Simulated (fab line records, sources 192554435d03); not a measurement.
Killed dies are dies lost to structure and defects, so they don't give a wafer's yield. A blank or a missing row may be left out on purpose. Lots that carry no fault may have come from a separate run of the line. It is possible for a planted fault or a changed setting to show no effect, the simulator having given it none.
What tool caused it? | flow n5-finfet | 10 lots with 29 wafers sampled at 6 steps, on a route of 1938 steps

== WHAT THE GAUGES SHOWED, per wafer ==
N5_START_INSPECT_01: inspects for defects (unpatterned scan).
lot  | measured    | on                | raw-defect-count
L635 | day 2 00:02 | defect-inspect-01 | 6 2 5
L636 | day 2 06:02 | defect-inspect-01 | 6 8 5
L638 | day 2 18:02 | defect-inspect-01 | 4 7 3
L639 | day 3 00:02 | defect-inspect-01 | 4 9 5
L642 | day 3 18:02 | defect-inspect-02 | 5 14 4
L643 | day 4 00:02 | defect-inspect-01 | 6 4 6
L645 | day 4 12:02 | defect-inspect-01 | 3 3
L646 | day 4 18:02 | defect-inspect-01 | 4 6 5
L652 | day 6 06:02 | defect-inspect-02 | 8 7 12
L656 | day 7 06:02 | defect-inspect-01 | 7 2 5

N5_ZERO_LAYER_CD_MEAS_11 targets a cd of 2000 nm.
lot  | measured    | on        | cd-nm (nm)
L635 | day 2 00:39 | cd-sem-02 | 2000.9 1998.2 2001.1
L636 | day 2 06:39 | cd-sem-02 | 2000.2 1999.8 1996.6
L638 | day 2 18:46 | cd-sem-02 | 2001.5 2002.2 2001.6
L639 | day 3 00:47 | cd-sem-02 | 1998.6 1998.2 2002.0
L642 | day 3 18:39 | cd-sem-03 | 2001.0 1996.1 2001.5
L643 | day 4 00:38 | cd-sem-02 | 2002.6 1998.4 2004.0
L645 | day 4 12:39 | cd-sem-02 | 2001.1 2002.8
L646 | day 4 18:38 | cd-sem-01 | 1998.7 2003.1 2004.3
L652 | day 6 06:47 | cd-sem-03 | 1995.9 1987.1 2000.1
L656 | day 7 06:39 | cd-sem-03 | 1981.8 1997.1 1998.4

N5_PMOS_HMC_CHANNEL_EPI_OVL_MEAS_10.
lot  | measured    | on         | PMOS_HMC_BLK_OVL (nm)
L635 | day 2 05:27 | overlay-02 | -0.6 -0.6 -0.3
L636 | day 2 11:07 | overlay-01 | -0.8 0.9 -0.5
L638 | day 3 02:38 | overlay-01 | 0.4 0.1 0.5
L639 | day 3 06:53 | overlay-02 | 0.3 0.4 1.2
L642 | day 4 00:22 | overlay-01 | -0.6 -0.8 0.3
L643 | day 4 05:13 | overlay-01 | -0.5 0.4 0.7
L645 | day 4 16:57 | overlay-02 | -0.9 -0.2
L646 | day 5 00:46 | overlay-02 | -0.6 1.2 -0.6
L652 | day 6 11:14 | overlay-02 | 0.9 0.5 0.1
L656 | day 7 11:17 | overlay-01 | 0.7 0.3 -0.3

N5_BEOL_M4_RC_MEAS_101.
lot  | measured     | on        | DIBL_N (mV/V)  | DIBL_P (mV/V)  | IOFF_N (nA/um) | IOFF_P (nA/um) | ION_N (uA/um) | ION_P (uA/um) | SS_N (mV/dec)  | SS_P (mV/dec)  | VT_N (mV)   | VT_P (mV)
L635 | day 8 00:55  | prober-02 | 36.3 35.1 32.8 | 37.2 36.8 34.1 | 0.17 0.15 0.12 | 0.21 0.19 0.16 | 675 662 672   | 458 454 463   | 72.3 71.6 70.7 | 73.5 73.3 72.1 | 249 251 253 | -252 -252 -255
L636 | day 9 02:25  | prober-02 | 33.3 36.6 34.8 | 33.6 37.5 34.4 | 0.12 0.17 0.14 | 0.15 0.20 0.15 | 657 680 656   | 446 458 444   | 70.9 72.6 71.8 | 73.0 73.8 73.3 | 253 247 251 | -255 -251 -255
L638 | day 9 03:22  | prober-01 | 38.7 36.1 33.1 | 39.3 35.5 32.3 | 0.21 0.16 0.12 | 0.26 0.19 0.16 | 690 675 662   | 471 459 452   | 72.2 72.4 71.2 | 74.5 73.7 72.1 | 245 249 252 | -249 -251 -253
L639 | day 9 19:13  | prober-01 | 43.9 41.1 37.2 | 43.5 40.2 35.3 | 0.29 0.22 0.14 | 0.34 0.26 0.19 | 693 687 684   | 471 469 467   | 72.5 72.6 71.3 | 75.3 74.2 73.0 | 245 243 252 | -245 -247 -255
L642 | day 9 23:51  | prober-02 | 37.8 35.3 35.8 | 37.3 34.2 33.6 | 0.16 0.12 0.13 | 0.19 0.16 0.15 | 675 644 653   | 459 445 446   | 71.2 70.9 71.9 | 73.3 73.4 72.5 | 252 259 256 | -254 -256 -259
L643 | day 10 11:47 | prober-01 | 32.1 37.1 35.9 | 32.0 37.1 37.0 | 0.11 0.16 0.15 | 0.13 0.19 0.20 | 679 687 676   | 457 463 453   | 70.8 72.5 71.3 | 71.7 72.6 72.6 | 251 250 247 | -258 -254 -252
L645 | day 11 07:55 | prober-01 | 34.9 35.5      | 34.8 36.6      | 0.14 0.15      | 0.18 0.20      | 681 666       | 466 456       | 71.4 71.6      | 72.5 73.4      | 250 246     | -250 -254
L646 | day 11 13:40 | prober-02 | 35.7 32.8 36.7 | 35.0 31.4 34.6 | 0.15 0.11 0.16 | 0.19 0.15 0.19 | 671 670 669   | 464 458 457   | 70.9 70.7 71.8 | 72.2 72.1 72.8 | 248 253 249 | -250 -254 -250
L652 | day 12 17:16 | prober-02 | 38.6 39.9 38.5 | 39.0 42.4 39.0 | 0.18 0.22 0.20 | 0.23 0.29 0.25 | 675 696 689   | 464 482 472   | 71.9 72.1 71.6 | 73.4 73.9 73.0 | 249 245 246 | -250 -248 -250
L656 | day 13 18:21 | prober-02 | 36.0 35.7 35.6 | 37.0 36.7 37.8 | 0.18 0.18 0.19 | 0.25 0.25 0.28 | 684 693 700   | 464 475 491   | 71.0 71.2 71.5 | 73.4 73.6 74.2 | 245 244 245 | -248 -245 -245

== WHAT TOOL EACH LOT RAN ON (gives the tool, then ch and the chambers of the sampled wafers, and finally the start) ==
lot  | N5_ZERO_LAYER_PEB_09             | N5_WELL_APT_DESCUM_13
L635 | litho-track-05 ch 0, day 2 00:32 | rie-diel-06 ch 1,2,3, day 2 01:59
L636 | litho-track-05 ch 0, day 2 06:31 | rie-diel-04 ch 0,3, day 2 07:53
L638 | litho-track-01 ch 0, day 2 18:39 | rie-diel-04 ch 1,3, day 2 21:31
L639 | litho-track-05 ch 0, day 3 00:40 | rie-diel-01 ch 0,1,3, day 3 03:10
L642 | litho-track-01 ch 0, day 3 18:32 | rie-diel-06 ch 0,2, day 3 19:47
L643 | litho-track-01 ch 0, day 4 00:31 | rie-diel-06 ch 0,1,2, day 4 01:53
L645 | litho-track-01 ch 0, day 4 12:31 | rie-diel-01 ch 1,2, day 4 13:41
L646 | litho-track-01 ch 0, day 4 18:31 | rie-diel-01 ch 2,3, day 4 19:42
L652 | litho-track-01 ch 0, day 6 06:40 | rie-diel-04 ch 2,3, day 6 07:55
L656 | litho-track-01 ch 0, day 7 06:32 | rie-diel-01 ch 0,3, day 7 07:48
- N5_ZERO_LAYER_PEB_09
- N5_WELL_APT_DESCUM_13: chemistry O2, time 7.9 s.

== WHAT THE TOOLS THEMSELVES READ (means of the sampled wafers that have a number; where no wafer has one, the mark that the record gives instead) ==
N5_WELL_APT_DESCUM_13.
lot  | tool        | drypump-motor-current-A (A) | oes-product-au (a.u.) | rf-vpp-V (V) | showerhead-plenum-p-Torr (Torr) | throttle-valve-pct (%)
L635 | rie-diel-06 | 5.8                         | 0.82                  | 244.8        | 2.13                            | 20.3
L636 | rie-diel-04 | 6.2                         | 0.82                  | 242.2        | 2.08                            | 20.3
L638 | rie-diel-04 | 5.9                         | 0.82                  | 242.9        | 2.07                            | 20.2
L639 | rie-diel-01 | 5.4                         | 0.80                  | 244.6        | 2.17                            | 20.7
L642 | rie-diel-06 | 5.6                         | 0.90                  | 242.8        | 2.06                            | 19.9
L643 | rie-diel-06 | 5.7                         | 0.81                  | 244.3        | 2.10                            | 20.2
L645 | rie-diel-01 | 5.7                         | 0.73                  | 243.6        | 2.08                            | 20.8
L646 | rie-diel-01 | 5.7                         | 0.83                  | 243.1        | 2.08                            | 20.6
L652 | rie-diel-04 | 5.7                         | 0.75                  | 243.7        | 2.10                            | 20.0
L656 | rie-diel-01 | 5.4                         | 0.86                  | 243.8        | 2.14                            | 20.5

== THE ANSWER, worked out from the rows above alone ==
Rule: usual is defined by the lots themselves. Put in order of their means at a reading, lots are off if they are a third of the lots or fewer, leave a main group of 4 or more, and stand apart from it by a gap of 3 or more times the standard deviation of the main group's means; of several such gaps the widest counts. If all means in a main group match to the digits the tables above print for the reading, that group is not used. A lot without any number at a reading at which 4 lots or more have one is off too. The other lots that the step has rows for count as sound. The gauges are gone through in route order, then the tools' own readings, and for those a lot's mean is taken as printed above. At the first step where some lot is off, the reading lying furthest off is the one used; lots without a number count as furthest.
Off, at N5_ZERO_LAYER_CD_MEAS_11 on cd-nm: L652, L656. The main group: mean 2000.7 nm, standard deviation 1.2.
A tool fits if, at a process step before that reading, it ran every lot that is off, and no sound lot after the first of them. Not tried: the gauges at N5_ZERO_LAYER_CD_MEAS_11; whatever is off there is also off at N5_BEOL_M4_RC_MEAS_101, on other tools, and gauge error can't account for it. One fits: litho-track-01 at N5_ZERO_LAYER_PEB_09. Its last sound lot is L646 (day 4 18:31), its first lot that is off L652 (day 6 06:40): a fault that began between those two fits.

== WHAT THE SIMULATOR PUT IN ==
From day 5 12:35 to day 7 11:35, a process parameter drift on litho-track-01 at N5_ZERO_LAYER_PEB_09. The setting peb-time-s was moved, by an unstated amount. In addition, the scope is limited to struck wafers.
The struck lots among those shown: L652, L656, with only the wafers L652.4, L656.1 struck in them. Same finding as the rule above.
